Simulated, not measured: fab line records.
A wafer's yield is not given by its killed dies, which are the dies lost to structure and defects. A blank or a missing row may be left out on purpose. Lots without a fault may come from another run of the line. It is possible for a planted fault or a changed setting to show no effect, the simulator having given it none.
Chamber matching :: flow n5Finfet :: rieDiel-04 running N5_BEOL_M8_STRIP_67: 4 sister chambers
The step strips in CF4. 14 wafers are shown with their chamber, then 7 later ones without.

WAFERS WITH THEIR CHAMBER
wafer: L074.1
chamber: 2
showerheadPlenumPTorr (Torr): 1.90
oesProductAu (a.u.): 0.92
throttleValvePct (%): 13.39

wafer: L074.2
chamber: 3
showerheadPlenumPTorr (Torr): 1.72
oesProductAu (a.u.): 0.73
throttleValvePct (%): 13.50

wafer: L074.3
chamber: 1
showerheadPlenumPTorr (Torr): 1.78
oesProductAu (a.u.): 0.69
throttleValvePct (%): 13.65

wafer: L080.2
chamber: 1
showerheadPlenumPTorr (Torr): 1.77
oesProductAu (a.u.): 0.70
throttleValvePct (%): 13.68

wafer: L080.5
chamber: 2
showerheadPlenumPTorr (Torr): 1.89
oesProductAu (a.u.): 0.89
throttleValvePct (%): 13.43

wafer: L080.6
chamber: 1
showerheadPlenumPTorr (Torr): 1.77
oesProductAu (a.u.): 0.69
throttleValvePct (%): 13.67

wafer: L083.1
chamber: 3
showerheadPlenumPTorr (Torr): 1.71
oesProductAu (a.u.): 0.72
throttleValvePct (%): 13.54

wafer: L083.3
chamber: 1
showerheadPlenumPTorr (Torr): 1.77
oesProductAu (a.u.): 0.69
throttleValvePct (%): 13.69

wafer: L083.5
chamber: 0
showerheadPlenumPTorr (Torr): 1.76
oesProductAu (a.u.): 0.91
throttleValvePct (%): 13.50

wafer: L084.1
chamber: 3
showerheadPlenumPTorr (Torr): 1.71
oesProductAu (a.u.): 0.72
throttleValvePct (%): 13.53

wafer: L084.3
chamber: 1
showerheadPlenumPTorr (Torr): 1.77
oesProductAu (a.u.): 0.69
throttleValvePct (%): 13.70

wafer: L084.6
chamber: 3
showerheadPlenumPTorr (Torr): 1.71
oesProductAu (a.u.): 0.72
throttleValvePct (%): 13.52

wafer: L085.3
chamber: 2
showerheadPlenumPTorr (Torr): 1.89
oesProductAu (a.u.): 0.87
throttleValvePct (%): 13.45

wafer: L085.4
chamber: 1
showerheadPlenumPTorr (Torr): 1.77
oesProductAu (a.u.): 0.69
throttleValvePct (%): 13.71

SIGNATURES (means of the wafers above)
reading: showerheadPlenumPTorr
chamber 0: 1.7600
chamber 1: 1.7717
chamber 2: 1.8933
chamber 3: 1.7125
scatter within a chamber: 0.00474

reading: oesProductAu
chamber 0: 0.9100
chamber 1: 0.6917
chamber 2: 0.8933
chamber 3: 0.7225
scatter within a chamber: 0.0119

reading: throttleValvePct
chamber 0: 13.5000
chamber 1: 13.6833
chamber 2: 13.4233
chamber 3: 13.5225
scatter within a chamber: 0.0225
Rule: for each reading, subtract the chamber's mean from the wafer's reading, divide by that reading's scatter and square the result; add these up over the readings and take the root, which gives the wafer's distance from the chamber. If the next closest chamber is less than 2 further off than the closest, the wafer can't be placed; otherwise it belongs to the closest. How the scatter is found: for the shown wafers, subtract from each reading the mean of its chamber, square and add these, divide the total by (wafers less chambers), then take the root.

WAFERS WHOSE CHAMBER IS MISSING
wafer: L085.5
showerheadPlenumPTorr (Torr): 1.71
oesProductAu (a.u.): 0.72
throttleValvePct (%): 13.56

wafer: L087.3
showerheadPlenumPTorr (Torr): 1.76
oesProductAu (a.u.): 0.90
throttleValvePct (%): 13.51

wafer: L087.5
showerheadPlenumPTorr (Torr): 1.77
oesProductAu (a.u.): 0.68
throttleValvePct (%): 13.71

wafer: L087.6
showerheadPlenumPTorr (Torr): 1.76
oesProductAu (a.u.): 0.89
throttleValvePct (%): 13.51

wafer: L097.3
showerheadPlenumPTorr (Torr): 1.75
oesProductAu (a.u.): 0.86
throttleValvePct (%): 13.58

wafer: L097.4
showerheadPlenumPTorr (Torr): 1.75
oesProductAu (a.u.): 0.86
throttleValvePct (%): 13.58

wafer: L097.5
showerheadPlenumPTorr (Torr): 1.88
oesProductAu (a.u.): 0.85
throttleValvePct (%): 13.52

WHICH CHAMBER EACH ONE RAN IN
wafer: L085.5
from the rows above: 3
in truth: 3

wafer: L087.3
from the rows above: 0
in truth: 0

wafer: L087.5
from the rows above: 1
in truth: 1

wafer: L087.6
from the rows above: 0
in truth: 0

wafer: L097.3
from the rows above: 0
in truth: 0

wafer: L097.4
from the rows above: 0
in truth: 0

wafer: L097.5
from the rows above: 2
in truth: 2
Correctly placed: 7 of 7. Not placeable from these rows: 0. Placed wrongly: 0.
